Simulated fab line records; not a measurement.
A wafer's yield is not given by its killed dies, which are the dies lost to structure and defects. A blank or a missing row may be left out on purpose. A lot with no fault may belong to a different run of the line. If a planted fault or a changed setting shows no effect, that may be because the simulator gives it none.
The same fault as seen by 2 desks ; flow n5_finfet ; every desk sees just its own numbers, and what lay behind them comes last

## FROM THE METROLOGY DESK
Means of the sampled wafers that have a number, per lot and without regard to the tool the lot ran on: this is what the gauges read. Any lot whose mean is over 4 standard deviations away from the usual mean is out of limits and marked OUT; that distance is given in the brackets. 7 of its 14 readings are shown: the first one out of limits and those lying furthest out on some lot.
Columns: A = CHAIN_V2 at N5_BEOL_M4_RC_MEAS_101, usual 230 ohm/link; B = CHAIN_V2_max_site at N5_BEOL_M4_RC_MEAS_101, usual 238 ohm/link; C = COMB_M3 at N5_BEOL_M4_RC_MEAS_101, usual 5.7e-11 S/m; D = COMB_M3_max_site at N5_BEOL_M4_RC_MEAS_101, usual 8e-11 S/m; E = DIBL_P at N5_BEOL_M4_RC_MEAS_101, usual 36.5 mV/V; F = ION_P at N5_BEOL_M4_RC_MEAS_101, usual 465 uA/um; G = VT_P at N5_BEOL_M4_RC_MEAS_101, usual -249.1 mV
lot;first seen here;A;B;C;D;E;F;G
L226;day 8 02:34;224;234;4.8e-11;7e-11;38.0;471;-246.9
L228;day 8 13:50;224;232;6.1e-11;8e-11;36.1;460;-251.2
L229;day 8 20:51;220;226;5.5e-11;7e-11;37.4;473;-247.5
L231;day 9 03:23;220;228;5.7e-11;8e-11;36.0;463;-252.1
L236;day 10 07:47;234;240;4.7e-11;7e-11;36.5;460;-250.8
L237;day 10 10:26;219;224;1.1e-10 (+5.0) OUT;2e-10 (+4.5) OUT;34.1;463;-250.9
L245;day 13 15:39;226;235;7.2e-11;9e-11;36.6;454;-253.0
L244;day 14 18:15;229;238;6.2e-11;9e-11;37.9;461;-245.7
L249;day 14 20:30;227;234;5.7e-11;8e-11;37.5;474;-247.4
This desk reports L237 out of limits; the earliest was L237 at day 10 10:26 (COMB_M3 at N5_BEOL_M4_RC_MEAS_101). L226, L228, L229, L231, L236, L245, L244, L249: within limits.

## THE TOOL OWNER'S DESK: ald_metal-01
The tool's own readings at N5_BEOL_M3_ALD_84 (deposits TaN, pulse time 2 s, purge time 3 s, co reactant purge time 2 s): means of the sampled wafers that have a number, for each lot that ran on this tool. Any lot whose mean is over 4 standard deviations away from the usual mean is out of limits and marked OUT; that distance is given in the brackets.
Columns: A = heater_power_outer_w at N5_BEOL_M3_ALD_84, usual 244 W; B = heater_power_w at N5_BEOL_M3_ALD_84, usual 430 W; C = mfc_carrier_sccm at N5_BEOL_M3_ALD_84, usual 1500 sccm; D = precursor_vessel_pressure_torr at N5_BEOL_M3_ALD_84, usual 26.26 Torr
lot;first seen here;A;B;C;D
L231;day 8 14:05;251;425;1496;26.25
L237;day 9 23:53;261;449;1496;26.26
L244;day 13 02:49;263;465;1506;26.26
L249;day 13 06:29;266;457;1504;26.30
Finding of this desk: none of the 4 lots has anything out of limits.

## BROUGHT TOGETHER
L237 would have let the metrology desk raise an alarm at day 10 10:26.
The desk of the tool owner found nothing out of limits.
On record at the tool owner's desk: L237, within its limits.
N5_BEOL_M3_ALD_84 was run on ald_metal-01 by each of the lots named.

## WHAT THE SIMULATOR HAD INSERTED
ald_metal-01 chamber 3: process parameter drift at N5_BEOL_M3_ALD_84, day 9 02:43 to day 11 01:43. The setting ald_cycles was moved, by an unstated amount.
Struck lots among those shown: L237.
Delay in hours, fault start to first out-of-limits reading, per desk: metrology desk 32.
